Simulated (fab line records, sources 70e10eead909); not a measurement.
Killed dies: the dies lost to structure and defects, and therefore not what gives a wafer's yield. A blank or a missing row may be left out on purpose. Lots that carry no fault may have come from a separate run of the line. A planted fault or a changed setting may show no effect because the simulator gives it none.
Chamber matching | flow nandHarc | NHARC_A_STAIRCASE_DEP_151 on pecvd-02: 3 sister chambers
The step deposits SiO2, target thk 7200 nm. 20 wafers are shown with their chamber, then 10 later ones without.

== EACH WAFER AND ITS CHAMBER ==
wafer  | chamber | heaterPowerW (W) | mfcPrecursorSccm (sccm)
L075.2 | 0       | 623              | 200.1
L075.5 | 1       | 797              | 198.9
L075.6 | 2       | 461              | 199.7
L077.2 | 1       | 934              | 200.6
L077.3 | 0       | 557              | 199.1
L077.6 | 2       | 441              | 198.5
L081.3 | 1       | 928              | 200.7
L081.4 | 2       | 435              | 200.8
L081.6 | 0       | 567              | 199.9
L084.2 | 2       | 548              | 199.6
L084.3 | 0       | 674              | 198.8
L084.5 | 1       | 799              | 199.3
L086.3 | 2       | 532              | 200.3
L086.5 | 2       | 432              | 199.4
L086.6 | 0       | 541              | 199.9
L087.1 | 1       | 923              | 198.8
L087.2 | 0       | 690              | 201.0
L087.6 | 1       | 781              | 200.4
L090.1 | 0       | 619              | 200.2
L090.3 | 1       | 879              | 199.8

SIGNATURES, as means of the wafers listed above
reading          | chamber 0 | chamber 1 | chamber 2 | scatter within a chamber
heaterPowerW     | 610.14    | 863.00    | 474.83    | 60.3
mfcPrecursorSccm | 199.857   | 199.786   | 199.717   | 0.773
Rule: for a wafer and a chamber, the distance is found by dividing, reading by reading, the gap between the wafer's reading and the chamber's mean by the reading's scatter, squaring, summing and taking the root. The wafer belongs to the nearest chamber; if the next one is less than 2 further off, it can't be placed. The scatter: the root of (the sum of the squares of (reading less its chamber's mean) over the shown wafers, divided by (wafers less chambers)).

== WAFERS WHOSE CHAMBER IS MISSING ==
wafer  | heaterPowerW (W) | mfcPrecursorSccm (sccm)
L090.5 | 444              | 200.2
L093.1 | 952              | 200.3
L093.2 | 578              | 199.2
L093.3 | 540              | 198.8
L095.2 | 930              | 199.6
L095.3 | 662              | 199.5
L095.6 | 761              | 199.4
L097.2 | 650              | 200.3
L097.3 | 908              | 199.4
L097.6 | 428              | 199.7

== WHICH CHAMBER EACH ONE RAN IN ==
wafer  | from the rows above     | in truth
L090.5 | can't be placed: 2 or 0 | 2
L093.1 | 1                       | 1
L093.2 | can't be placed: 0 or 2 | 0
L093.3 | can't be placed: 2 or 0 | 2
L095.2 | 1                       | 1
L095.3 | 0                       | 0
L095.6 | can't be placed: 1 or 0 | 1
L097.2 | 0                       | 0
L097.3 | 1                       | 1
L097.6 | 2                       | 2
6 of 10 placed correctly. These rows do not allow placing 4 (true chamber among the candidates in 4). Placed wrongly: 0.
